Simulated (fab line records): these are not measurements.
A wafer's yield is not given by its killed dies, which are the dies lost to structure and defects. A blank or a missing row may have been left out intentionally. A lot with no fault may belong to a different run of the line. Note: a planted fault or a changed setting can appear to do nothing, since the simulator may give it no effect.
Matching of chambers / flow nand_harc / 3 sister chambers for NHARC_P_M1_DEP_33 on pecvd-01
The step deposits SiCN, target thk 30 nm. 18 wafers are shown with their chamber, then 9 later ones without.

== WAFERS, EACH WITH ITS CHAMBER ==
wafer=L074.1; chamber=0; heater_power_w (W)=606
wafer=L074.5; chamber=2; heater_power_w (W)=694
wafer=L074.6; chamber=1; heater_power_w (W)=650
wafer=L077.1; chamber=2; heater_power_w (W)=630
wafer=L077.5; chamber=1; heater_power_w (W)=643
wafer=L077.6; chamber=2; heater_power_w (W)=625
wafer=L078.1; chamber=2; heater_power_w (W)=664
wafer=L078.2; chamber=0; heater_power_w (W)=626
wafer=L078.6; chamber=2; heater_power_w (W)=670
wafer=L079.1; chamber=0; heater_power_w (W)=660
wafer=L079.2; chamber=2; heater_power_w (W)=669
wafer=L079.3; chamber=1; heater_power_w (W)=565
wafer=L081.1; chamber=0; heater_power_w (W)=587
wafer=L081.5; chamber=1; heater_power_w (W)=608
wafer=L081.6; chamber=0; heater_power_w (W)=586
wafer=L086.2; chamber=2; heater_power_w (W)=597
wafer=L086.5; chamber=0; heater_power_w (W)=546
wafer=L086.6; chamber=1; heater_power_w (W)=579

SIGNATURES, as means of the wafers listed above
reading=heater_power_w; chamber 0=601.83; chamber 1=609.00; chamber 2=649.86; scatter within a chamber=36.5
Rule: distance of a wafer from a chamber = root of the sum over the readings of ((wafer's reading minus chamber's mean) / reading's scatter) squared. If the next closest chamber is less than 2 further off than the closest, the wafer can't be placed; otherwise it belongs to the closest. How the scatter is found: for the shown wafers, subtract from each reading the mean of its chamber, square and add these, divide the total by (wafers less chambers), then take the root.

== WAFERS WITHOUT THEIR CHAMBER ==
wafer=L087.1; heater_power_w (W)=614
wafer=L087.4; heater_power_w (W)=632
wafer=L087.6; heater_power_w (W)=658
wafer=L088.3; heater_power_w (W)=623
wafer=L088.4; heater_power_w (W)=654
wafer=L088.5; heater_power_w (W)=549
wafer=L097.3; heater_power_w (W)=619
wafer=L097.5; heater_power_w (W)=647
wafer=L097.6; heater_power_w (W)=682

== EACH ONE'S CHAMBER ==
wafer=L087.1; from the rows above=can't be placed: 1 or 0 or 2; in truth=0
wafer=L087.4; from the rows above=can't be placed: 2 or 1 or 0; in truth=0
wafer=L087.6; from the rows above=can't be placed: 2 or 1 or 0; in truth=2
wafer=L088.3; from the rows above=can't be placed: 1 or 0 or 2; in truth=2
wafer=L088.4; from the rows above=can't be placed: 2 or 1 or 0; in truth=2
wafer=L088.5; from the rows above=can't be placed: 0 or 1 or 2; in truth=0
wafer=L097.3; from the rows above=can't be placed: 1 or 0 or 2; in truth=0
wafer=L097.5; from the rows above=can't be placed: 2 or 1 or 0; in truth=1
wafer=L097.6; from the rows above=can't be placed: 2 or 1 or 0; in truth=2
Placed correctly: 0 of 9. These rows do not allow placing 9 (true chamber among the candidates in 9). Wrongly placed: 0.
